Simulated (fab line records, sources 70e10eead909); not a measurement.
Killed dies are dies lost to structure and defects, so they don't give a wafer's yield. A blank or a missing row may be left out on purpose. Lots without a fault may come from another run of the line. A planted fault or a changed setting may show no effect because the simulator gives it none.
Tool commonality check | flow nand_harc | 3 lots, 9 wafers sampled

WHY IT WAS OPENED
At NHARC_END_SORT_01 the reading sort_rim_yield_pct is flagged on 2 of 3 lots. Wafers without a fault read 97.8 %, standard deviation 1.4.
Rule: a lot is flagged when every wafer of it that has a number lies more than 4 standard deviations from that mean, or none has a number. The other lots count as sound.

lot  | measured     | on        | sort_rim_yield_pct (%), wafer by wafer | flag
L521 | day 21 05:56 | prober-01 | 95.3 99.1 96.2                         |
L528 | day 23 02:01 | prober-01 | 64.2 59.4 62.3                         | FLAGGED
L529 | day 23 21:09 | prober-01 | 55.7 53.8 45.3                         | FLAGGED
The numbers of the flagged lots are 56.8 % on average: -41.0 % against the usual, or -29 standard deviations.

WHICH TOOL RAN EACH LOT
The record holds 3 process steps before the reading, out of a route of 1159 steps. In each cell: the tool, then ch and the chambers that the sampled wafers went through, then the start.
lot  | flag    | NHARC_A_M1_ECD_22              | NHARC_THIN_TSV_PVD_19                   | NHARC_THIN_TSV_DEGAS_53
L521 |         | ecd_cu-02 ch 0,1, day 19 19:47 | pvd_sputter-02, day 20 20:14 or earlier | pvd_sputter-03, day 20 20:14
L528 | FLAGGED | ecd_cu-01 ch 0,1, day 21 16:02 | pvd_sputter-02, day 22 17:03 or earlier | pvd_sputter-03, day 22 17:03
L529 | FLAGGED | ecd_cu-01 ch 0,1, day 22 06:19 | pvd_sputter-01, day 23 08:41 or earlier | pvd_sputter-01, day 23 08:41
What these steps do:
- NHARC_A_M1_ECD_22: material Cu, target thk 400 nm.
- NHARC_THIN_TSV_PVD_19: deposits TaN, target thk 20 nm.
- NHARC_THIN_TSV_DEGAS_53: time 60 s.
- NHARC_END_SORT_01

FLAGGED OVER TOTAL, TOOL BY TOOL (the gauges that took the reading come last)
step                    | tool           | lots run | flagged | share of the flagged lots | sound lots run after its first flagged lot
NHARC_A_M1_ECD_22       | ecd_cu-01      | 2        | 2       | all                       | 0
NHARC_A_M1_ECD_22       | ecd_cu-02      | 1        | 0       | none                      | -
NHARC_THIN_TSV_PVD_19   | pvd_sputter-01 | 1        | 1       | some                      | 0
NHARC_THIN_TSV_PVD_19   | pvd_sputter-02 | 2        | 1       | some                      | 0
NHARC_THIN_TSV_DEGAS_53 | pvd_sputter-01 | 1        | 1       | some                      | 0
NHARC_THIN_TSV_DEGAS_53 | pvd_sputter-03 | 2        | 1       | some                      | 0
NHARC_END_SORT_01       | prober-01      | 3        | 2       | all                       | 0
NHARC_THIN_TSV_PVD_19 gives no start for some lots, so the hours and the order of its lots are those of NHARC_THIN_TSV_DEGAS_53.

WHAT THE TABLE ALLOWS
2 rows of the table ran every flagged lot: ecd_cu-01 at NHARC_A_M1_ECD_22, prober-01 at NHARC_END_SORT_01.
- ecd_cu-01 at NHARC_A_M1_ECD_22: 2 of its 2 lots flagged. It ran no sound lot before its first flagged lot in this sample, so the start can't be narrowed down.
- prober-01 at NHARC_END_SORT_01: 2 of its 3 lots flagged. Its last sound lot is L521 (day 21 05:56), its first flagged lot L528 (day 23 02:01): a fault that began between those two fits.
Counting lots can't tell these 2 tools apart, because each fits a fault that began at some hour. More lots, or a look at what each step does to the wafer, might.

WHAT THE SIMULATOR HAD PUT IN
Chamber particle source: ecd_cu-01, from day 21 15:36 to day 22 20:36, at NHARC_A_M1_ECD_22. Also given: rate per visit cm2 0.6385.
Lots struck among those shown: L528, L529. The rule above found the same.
